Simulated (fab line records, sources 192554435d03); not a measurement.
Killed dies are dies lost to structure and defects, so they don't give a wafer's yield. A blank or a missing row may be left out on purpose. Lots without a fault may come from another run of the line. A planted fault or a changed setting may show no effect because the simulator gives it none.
A struck lot beside a sound one | flow n5_finfet | 23 steps out of a route of 1938
Sound: wafers L656.1, L656.3, L656.6. Struck: wafer L670.4. (L670.1, L670.2 of the same lot were not struck and are left out.) The cause comes at the end.
At each step with rows: each side's tool, then ch and its chambers, then its first start. Under that, the readings that differ: sound wafers | struck wafers | difference of the means | sigmas: that difference in standard deviations of wafers without a fault.
alike: readings whose means differ by less than 2 such deviations, and words and numbers that are the same on both sides. not compared: withheld readings, readings that some wafer has no value for, bounds like >300 that may hide the same value, and numbers for which the record gives no deviation and whose values overlap.
The two part at a step that has a row with sigmas, a row that says differs or no value, or rows on one side only. Numbers that don't overlap but have no deviation are shown without sigmas and don't part them. A reading that every wafer of one side lacks parts them only if that side has two wafers or more.

first, 9 steps without rows for these wafers: N5_BEOL_M0_SAQP_EXPOSE_37 (exposes mask M0 CUT1, target cd 30 nm); N5_BEOL_M0_SAQP_PEB_38 (peb time 60 s); N5_BEOL_M0_SAQP_DEVELOP_39 (develop time 30 s); N5_BEOL_M0_SAQP_DESCUM_45 (chemistry O2, time 7 s); N5_BEOL_M0_SAQP_ETCH_88 (etches underlayer in N2/H2, target depth 6.5 nm, time 5.2 s); N5_BEOL_M0_SAQP_ETCH_73 (etches SiARC in CF4, target depth 19.5 nm, time 32.5 s); N5_BEOL_M0_SAQP_CUT_ETCH_46 (etches SOC in N2/H2, target depth 135 nm, overetch 27 nm, time 202.5 s); N5_BEOL_M0_SAQP_STRIP_74 (strips in N2/H2); N5_BEOL_M0_SAQP_STRIP_89 (strips in N2/H2).
N5_BEOL_M0_SAQP_ALD_48: deposits SiO2, target thk 20 nm, pulse time 1 s, co reactant pulse time 1 s.
  sound on ald_sin-04 ch 0,1,2, day 6 13:03; struck on ald_sin-04 ch 2, day 9 21:15
  alike: heater_power_w, precursor_pulse_height_rel
then, 9 steps without rows for these wafers: N5_BEOL_M0_SAQP_ETCH_49 (etches SiO2 in CF4/O2, target depth 37 nm); N5_BEOL_M0_SAQP_STRIP_75 (strips in CF4); N5_BEOL_M0_CUTY_COAT_50 (time 60 s, resist thk 15 nm); N5_BEOL_M0_CUTY_COAT_51 (resist thk 150 nm); N5_BEOL_M0_CUTY_EBR_52; N5_BEOL_M0_CUTY_SOFTBAKE_53 (time 60 s); N5_BEOL_M0_CUTY_EXPOSE_54 (exposes mask M0 ABLK); N5_BEOL_M0_CUTY_PEB_55 (peb time 60 s); N5_BEOL_M0_CUTY_DEVELOP_56 (develop time 30 s).
N5_BEOL_M0_CUTY_INSPECT_59: inspects for defects (macro).
  sound on defect_inspect-02, day 6 14:08; struck on defect_inspect-01, day 9 22:29
  reading          | sound | struck | difference | sigmas
  raw_defect_count | 0 1 1 | >300   | differs    |
then, 1 step without rows for these wafers: N5_BEOL_M0_CUTY_DESCUM_61 (chemistry O2, time 7.9 s).
-- the record jumps here: 3 days lie between the struck wafers' starts before and after (it left off in module BEOL_M0_CUTY and takes up again in module BEOL_M4, whose first step shown is number 1111 of the route) --
N5_BEOL_M4_RC_MEAS_101:
  sound on prober-02 ch 0, day 9 02:58; struck on prober-02 ch 0, day 12 15:53
  alike: DIBL_N, DIBL_P, IOFF_N, IOFF_P, ION_N, ION_P, SS_N, SS_P, VT_N, VT_P
-- the record jumps here: 5 days lie between the struck wafers' starts before and after (it left off in module BEOL_M4 and takes up again in module PASSIVATION, whose first step shown is number 1936 of the route) --
N5_PASSIVATION_PROBE_49:
  the record has rows for the struck wafers here (prober-01, day 17 11:19) and none for the sound ones

WHERE THEY PART
First at N5_BEOL_M0_CUTY_INSPECT_59; last, within this record, at N5_PASSIVATION_PROBE_49.

WHY: what the simulator had put in
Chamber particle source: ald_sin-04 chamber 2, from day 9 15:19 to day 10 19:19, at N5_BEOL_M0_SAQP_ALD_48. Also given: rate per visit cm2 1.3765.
